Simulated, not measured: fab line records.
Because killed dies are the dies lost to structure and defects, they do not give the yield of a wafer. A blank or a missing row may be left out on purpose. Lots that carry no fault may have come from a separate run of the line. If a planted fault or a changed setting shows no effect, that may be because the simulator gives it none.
Which tool is to blame?    flow n5Finfet    Sampling: 23 lots, 69 wafers, 4 of 1938 route steps

== WHAT THE GAUGES SHOWED, per wafer ==
N5_GATE_CUT_INSPECT_15: inspects for defects (brightfield).
lot   measured      on                rawDefectCount
L074  day 4 14:43   defectInspect-01  241 144 182
L075  day 4 19:41   defectInspect-01  149 111 183
L077  day 5 05:17   defectInspect-02  181 116 134
L078  day 5 11:47   defectInspect-02  130 73 127
L079  day 5 16:21   defectInspect-01  158 191 178
L080  day 5 23:33   defectInspect-02  111 59 88
L081  day 6 06:13   defectInspect-02  141 141 183
L082  day 6 14:34   defectInspect-01  237 201 230
L083  day 6 19:26   defectInspect-01  172 122 108
L084  day 7 01:16   defectInspect-02  81 112 83
L085  day 7 05:51   defectInspect-02  123 154 147
L086  day 7 10:58   defectInspect-02  150 148 165
L087  day 7 15:58   defectInspect-02  138 196 142
L088  day 7 22:10   defectInspect-02  189 122 218
L089  day 8 03:52   defectInspect-02  106 143 164
L090  day 8 12:11   defectInspect-02  142 164 157
L092  day 8 22:58   defectInspect-02  206 163 85
L093  day 9 09:54   defectInspect-01  161 118 93
L076  day 9 10:10   defectInspect-01  152 106 164
L094  day 9 17:54   defectInspect-01  165 153 71
L095  day 10 01:28  defectInspect-02  134 88 185
L097  day 10 06:52  defectInspect-02  161 115 171
L096  day 10 07:29  defectInspect-01  157 145 90

== EACH LOT AND THE TOOL THAT RAN IT (in order: tool; ch and the chambers of the sampled wafers; start) ==
lot   N5_HKMG_FIN_ETCH_86                N5_HKMG_FIN_ETCH_67                N5_GATE_CUT_PECVD_57
L074  rieDiel-03 ch 1,3, day 4 07:34     rieDiel-06 ch 2,3, day 4 08:38     pecvd-03 ch 0,1, day 4 13:53
L075  rieDiel-03 ch 0,2, day 4 12:29     rieDiel-06 ch 1,3, day 4 13:33     pecvd-01 ch 0,2, day 4 18:51
L077  rieDiel-03 ch 1,2,3, day 4 22:10   rieDiel-06 ch 0,2,3, day 4 23:31   pecvd-01 ch 0,1, day 5 04:20
L078  rieDiel-06 ch 1,2,3, day 5 04:35   rieDiel-01 ch 0,1,3, day 5 05:40   pecvd-01 ch 0,2, day 5 10:50
L079  rieDiel-06 ch 1,3, day 5 09:37     rieDiel-06 ch 1,3, day 5 10:41     pecvd-03 ch 1,2, day 5 15:31
L080  rieDiel-06 ch 0,1,2, day 5 16:34   rieDiel-01 ch 1,2, day 5 17:42     pecvd-01 ch 0,1,2, day 5 22:35
L081  rieDiel-01 ch 1,2,3, day 5 23:14   rieDiel-03 ch 1,2,3, day 6 00:18   pecvd-02 ch 0,2, day 6 05:16
L082  rieDiel-06 ch 0,1,2, day 6 07:34   rieDiel-06 ch 0,3, day 6 08:38     pecvd-03 ch 0,2, day 6 13:43
L083  rieDiel-06 ch 2,3, day 6 12:01     rieDiel-01 ch 0,1,3, day 6 13:05   pecvd-02 ch 0,2, day 6 18:16
L084  rieDiel-03 ch 1,2,3, day 6 18:14   rieDiel-03 ch 1,2,3, day 6 19:20   pecvd-01 ch 0,2, day 7 00:19
L085  rieDiel-06 ch 0,1,3, day 6 22:13   rieDiel-06 ch 2,3, day 6 23:17     pecvd-01 ch 1,2, day 7 04:53
L086  rieDiel-06 ch 0,1,3, day 7 03:19   rieDiel-01 ch 0,1,3, day 7 04:23   pecvd-02 ch 0,2, day 7 10:00
L087  rieDiel-01 ch 0,1,2, day 7 09:05   rieDiel-03 ch 1,2, day 7 10:10     pecvd-03 ch 1,2, day 7 14:59
L088  rieDiel-03 ch 0,2,3, day 7 15:01   rieDiel-06 ch 0,2,3, day 7 16:08   pecvd-03 ch 0,1, day 7 21:13
L089  rieDiel-01 ch 1,2,3, day 7 20:38   rieDiel-01 ch 1,2,3, day 7 21:46   pecvd-02 ch 0,2, day 8 03:02
L090  rieDiel-03 ch 1,2,3, day 8 05:13   rieDiel-06 ch 0,1,3, day 8 06:17   pecvd-02 ch 1,2, day 8 11:22
L092  rieDiel-06 ch 0,2,3, day 8 15:52   rieDiel-01 ch 0,3, day 8 16:56     pecvd-02 ch 0,1,2, day 8 22:08
L093  rieDiel-01 ch 0,3, day 9 02:35     rieDiel-01 ch 0,2, day 9 03:39     pecvd-03 ch 1,2, day 9 08:56
L076  rieDiel-06 ch 0,1,3, day 9 03:25   rieDiel-03 ch 1,2,3, day 9 04:29   pecvd-03 ch 0,1, day 9 09:19
L094  rieDiel-01 ch 0,1,2, day 9 11:08   rieDiel-01 ch 1,2,3, day 9 12:13   pecvd-01 ch 0,1,2, day 9 17:05
L095  rieDiel-03 ch 0,2, day 9 18:19     rieDiel-06 ch 2,3, day 9 19:28     pecvd-01 ch 0,1, day 10 00:37
L097  rieDiel-01 ch 1,3, day 9 23:40     rieDiel-01 ch 1,2,3, day 10 00:58  pecvd-03 ch 0,1, day 10 05:52
L096  rieDiel-01 ch 1,2,3, day 10 00:23  rieDiel-01 ch 0,2,3, day 10 01:32  pecvd-02 ch 0,2, day 10 06:32
- N5_HKMG_FIN_ETCH_86: etches SOC in N2/H2, stops on TiN, target depth 393.2 nm.
- N5_HKMG_FIN_ETCH_67: etches SOC in N2/H2, stops on TiN, target depth 388.9 nm.
- N5_GATE_CUT_PECVD_57: deposits SiNx from SiH4/NH3/N2, target thk 21 nm.

== AS READ BY THE TOOLS THEMSELVES (means over the sampled wafers that have a number; for cases with no such wafer, the mark the record gives instead) ==
N5_HKMG_FIN_ETCH_86.
lot   tool        drypumpMotorCurrentA (A)  oesProductAu (a.u.)  rfVppV (V)  showerheadPlenumPTorr (Torr)  throttleValvePct (%)
L074  rieDiel-03  5.4                       0.77                 241.7       2.57                          17.8
L075  rieDiel-03  6.0                       0.73                 241.6       2.54                          17.8
L077  rieDiel-03  5.7                       0.77                 240.8       2.55                          17.7
L078  rieDiel-06  5.4                       0.76                 241.3       2.62                          18.1
L079  rieDiel-06  5.5                       0.72                 242.1       2.63                          18.2
L080  rieDiel-06  5.7                       0.80                 240.7       2.55                          17.8
L081  rieDiel-01  5.6                       0.79                 241.8       2.60                          17.9
L082  rieDiel-06  5.7                       0.80                 240.9       2.55                          17.8
L083  rieDiel-06  5.4                       0.79                 241.3       2.61                          18.0
L084  rieDiel-03  5.7                       0.75                 240.6       2.54                          17.7
L085  rieDiel-06  5.6                       0.76                 240.5       2.58                          18.0
L086  rieDiel-06  5.5                       0.76                 241.0       2.58                          18.0
L087  rieDiel-01  5.6                       0.77                 241.5       2.66                          17.9
L088  rieDiel-03  5.6                       0.72                 242.0       2.55                          17.9
L089  rieDiel-01  5.6                       0.77                 241.9       2.59                          18.0
L090  rieDiel-03  5.8                       0.74                 240.9       2.53                          17.7
L092  rieDiel-06  5.5                       0.78                 241.3       2.56                          17.9
L093  rieDiel-01  5.7                       0.85                 241.5       2.64                          17.6
L076  rieDiel-06  5.6                       0.74                 241.3       2.57                          18.0
L094  rieDiel-01  5.6                       0.75                 241.9       2.66                          18.0
L095  rieDiel-03  6.0                       0.78                 242.0       2.53                          17.7
L097  rieDiel-01  5.5                       0.78                 241.3       2.60                          17.9
L096  rieDiel-01  5.6                       0.76                 241.0       2.59                          18.0

N5_HKMG_FIN_ETCH_67.
lot   tool        drypumpMotorCurrentA (A)  oesProductAu (a.u.)  rfVppV (V)  showerheadPlenumPTorr (Torr)  throttleValvePct (%)
L074  rieDiel-06  5.27                      0.77                 241.7       2.63                          18.2
L075  rieDiel-06  5.46                      0.73                 242.2       2.63                          18.2
L077  rieDiel-06  5.51                      0.81                 240.7       2.57                          17.8
L078  rieDiel-01  5.57                      0.85                 241.6       2.63                          17.7
L079  rieDiel-06  5.49                      0.72                 241.2       2.63                          18.2
L080  rieDiel-01  5.54                      0.74                 241.6       2.65                          18.1
L081  rieDiel-03  5.72                      0.75                 240.5       2.54                          17.7
L082  rieDiel-06  5.65                      0.81                 240.8       2.53                          17.8
L083  rieDiel-01  5.57                      0.84                 241.0       2.63                          17.7
L084  rieDiel-03  5.74                      0.75                 240.8       2.54                          17.7
L085  rieDiel-06  5.25                      0.75                 242.3       2.63                          18.2
L086  rieDiel-01  5.58                      0.84                 241.4       2.62                          17.7
L087  rieDiel-03  6.11                      0.72                 240.7       2.52                          17.7
L088  rieDiel-06  5.52                      0.79                 240.1       2.56                          17.9
L089  rieDiel-01  5.55                      0.77                 241.3       2.59                          18.0
L090  rieDiel-06  5.56                      0.75                 240.9       2.57                          18.0
L092  rieDiel-01  5.64                      0.85                 242.1       2.64                          17.5
L093  rieDiel-01  5.71                      0.72                 241.6       2.65                          18.1
L076  rieDiel-03  5.74                      0.73                 241.2       2.53                          17.8
L094  rieDiel-01  5.55                      0.76                 241.5       2.59                          18.0
L095  rieDiel-06  5.27                      0.73                 241.5       2.62                          18.2
L097  rieDiel-01  5.56                      0.76                 240.9       2.58                          18.0
L096  rieDiel-01  5.64                      0.78                 241.7       2.60                          17.9

N5_GATE_CUT_PECVD_57.
lot   tool      heaterPowerW (W)  showerheadPlenumPTorr (Torr)  throttleValvePct (%)
L074  pecvd-03  755               5.11                          39.7
L075  pecvd-01  698               5.11                          37.4
L077  pecvd-01  758               5.22                          41.0
L078  pecvd-01  640               5.12                          37.5
L079  pecvd-03  782               5.10                          38.3
L080  pecvd-01  687               5.15                          39.0
L081  pecvd-02  802               5.12                          38.5
L082  pecvd-03  739               5.08                          38.7
L083  pecvd-02  755               5.13                          37.6
L084  pecvd-01  752               5.19                          39.4
L085  pecvd-01  717               5.08                          37.3
L086  pecvd-02  824               5.12                          38.9
L087  pecvd-03  706               5.11                          38.2
L088  pecvd-03  758               5.12                          40.1
L089  pecvd-02  703               5.13                          38.8
L090  pecvd-02  738               5.11                          38.9
L092  pecvd-02  716               5.12                          38.8
L093  pecvd-03  784               5.09                          37.9
L076  pecvd-03  754               5.12                          40.3
L094  pecvd-01  703               5.15                          39.3
L095  pecvd-01  685               5.22                          40.9
L097  pecvd-03  705               5.12                          39.5
L096  pecvd-02  679               5.12                          38.3

== THE ANSWER, worked out from the rows above alone ==
Rule: the lots themselves supply what counts as usual. Put in order of their means at a reading, lots are off if they are a third of the lots or fewer, leave a main group of 4 or more, and stand apart from it by a gap of 3 or more times the standard deviation of the main group's means; of several such gaps the widest counts. A main group whose means are all the same, to the digits that the tables above print for the reading, isn't used. Also off: a lot with no number at a reading for which 4 or more lots have one. The other lots that the step has rows for count as sound. After the gauges, taken in route order, come the tools' own readings; for these a lot's mean is taken, as printed above. The first step at which some lot is off is used, and at that step the reading that is off furthest; a lot without a number counts as furthest.
Across all readings shown, no lot is off: no conclusion can be drawn from this.

== WHAT THE SIMULATOR HAD PUT IN ==
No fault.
